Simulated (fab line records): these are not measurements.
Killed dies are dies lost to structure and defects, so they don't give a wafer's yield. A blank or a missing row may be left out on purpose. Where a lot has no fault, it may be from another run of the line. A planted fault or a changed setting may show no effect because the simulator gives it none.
Split-lot experiment | flow n5_finfet | 7 lots, 21 wafers read, on a route of 1938 steps

== THE SPLIT ITSELF ==
At N5_BEOL_M6_HM_DEP_02 (deposits TiN, target thk 20 nm), the setting target_thk_a was moved away from the recipe's 200 angstrom on 6 of the 21 wafers read, by -10.3% to -4.9%. The other wafers ran this setting at the recipe's value.

== FROM THE SPLIT TO THE READING: what the file shows between them, 4 steps ==
- N5_BEOL_M6_COAT_59: time 60 s, resist thk 100 nm
- N5_BEOL_M6_COAT_60: time 60 s, resist thk 35 nm
- N5_BEOL_M6_STRIP_68: strips in N2/H2
- N5_BEOL_M6_STRIP_67: strips in CF4

== THE READING ==
etch.depth_nm (the simulator's own value, which no gauge read), in nm, at N5_BEOL_M6_HM_OPEN_17 (chemistry Cl2/BCl3, target TiN, target depth 20 nm, overetch 6 nm). No usual value for it is given in the file. Across the 15 wafers here that went through the recipe, the average is 20.01 nm and the standard deviation 0.18 nm.

wafer  | tool, chamber at the split | target_thk_a as run, angstrom | against the recipe | etch.depth_nm, nm | against lot-mates on the recipe
L080.2 | pvd_sputter-02, -          | 179.4                         | -10.3%             | 17.89             | -1.97
L080.3 | pvd_sputter-02, -          | 200                           | recipe             | 19.85             | -
L080.4 | pvd_sputter-02, -          | 200                           | recipe             | 19.87             | -
L081.1 | pvd_sputter-01, -          | 200                           | recipe             | 19.92             | -
L081.4 | pvd_sputter-01, -          | 200                           | recipe             | 19.83             | -
L081.5 | pvd_sputter-01, -          | 200                           | recipe             | 20.05             | -
L085.1 | pvd_sputter-01, -          | 200                           | recipe             | 20.14             | -
L085.2 | pvd_sputter-01, -          | 200                           | recipe             | 20.1              | -
L085.5 | pvd_sputter-01, -          | 200                           | recipe             | 20.16             | -
L086.2 | pvd_sputter-02, -          | 200                           | recipe             | 20.34             | -
L086.4 | pvd_sputter-02, -          | 200                           | recipe             | 20.41             | -
L086.6 | pvd_sputter-02, -          | 190.1                         | -4.9%              | 19.19             | -1.18
L089.3 | pvd_sputter-02, -          | 200                           | recipe             | 19.9              | -
L089.4 | pvd_sputter-02, -          | 200                           | recipe             | 19.77             | -
L089.6 | pvd_sputter-02, -          | 200                           | recipe             | 19.83             | -
L088.3 | pvd_sputter-01, -          | 200                           | recipe             | 19.99             | -
L088.4 | pvd_sputter-01, -          | 187.7                         | -6.2%              | 18.59             | -1.40
L088.5 | pvd_sputter-01, -          | 187.7                         | -6.2%              | 18.66             | -1.33
L097.1 | pvd_sputter-03, -          | 183.5                         | -8.3%              | 18.14             | -1.85
L097.3 | pvd_sputter-03, -          | 200                           | recipe             | 19.99             | -
L097.6 | pvd_sputter-03, -          | 183.5                         | -8.3%              | 18.35             | -1.64

FIT RESULTS
A straight line over all 21 wafers: etch.depth_nm changes by +0.211 nm for each +1% of target_thk_a; r = +0.97; the points scatter about the line by 0.18 nm.
The same after taking each lot's own level away (the mean of its wafers on the recipe; 21 wafers): +0.208 nm for each +1%; r = +0.99; scatter 0.083 nm.
Per that fit: largest target_thk_a move, reading shift of 2.1 nm.
From 19.833 to 20.375 nm: that is the span of the lots' own levels, equal to 2.9 times the standard deviation above.
The two slopes are in agreement: the lot-to-lot level therefore moves the slope only a little.
Check: -2.24 nm against its lot-mates is what the line predicts for one of the wafers moved furthest among these (-10.3%) when that wafer is left out of the fit. Against them it came out at -1.97 nm.

== FURTHER SPLITS ON THESE WAFERS ==
These wafers also went through other splits before the reading. Each is held against what the fit with the lots' levels taken away leaves over:
other split on the same wafers | wafers away from the commonest value | r with etch.depth_nm (lot level and that fit taken away)
N5_BEOL_M4_EXPOSE_08 dose_mj   | 4                                    | +0.19

== THE WHOLE CHAIN: every reading that the file lists as answering this split, in the file's order ==
step                  | what it does                                                      | reading                                                                          | change (the file's fit)               | r (the file's)
N5_BEOL_M6_HM_DEP_02  | deposits TiN, target thk 20 nm                                    | TiN_of_BEOL_M6_HM_DEP_02.thk_nm (the simulator's own value, which no gauge read) | +0.208 nm for each +1% of the setting | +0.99
N5_BEOL_M6_HM_OPEN_17 | chemistry Cl2/BCl3, target TiN, target depth 20 nm, overetch 6 nm | etch.depth_nm (the simulator's own value, which no gauge read)                   | +0.207 nm for each +1% of the setting | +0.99

== THE FILE'S OWN FIT ==
etch.depth_nm changes by +0.207 nm for each +1% of target_thk_a, r = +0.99.
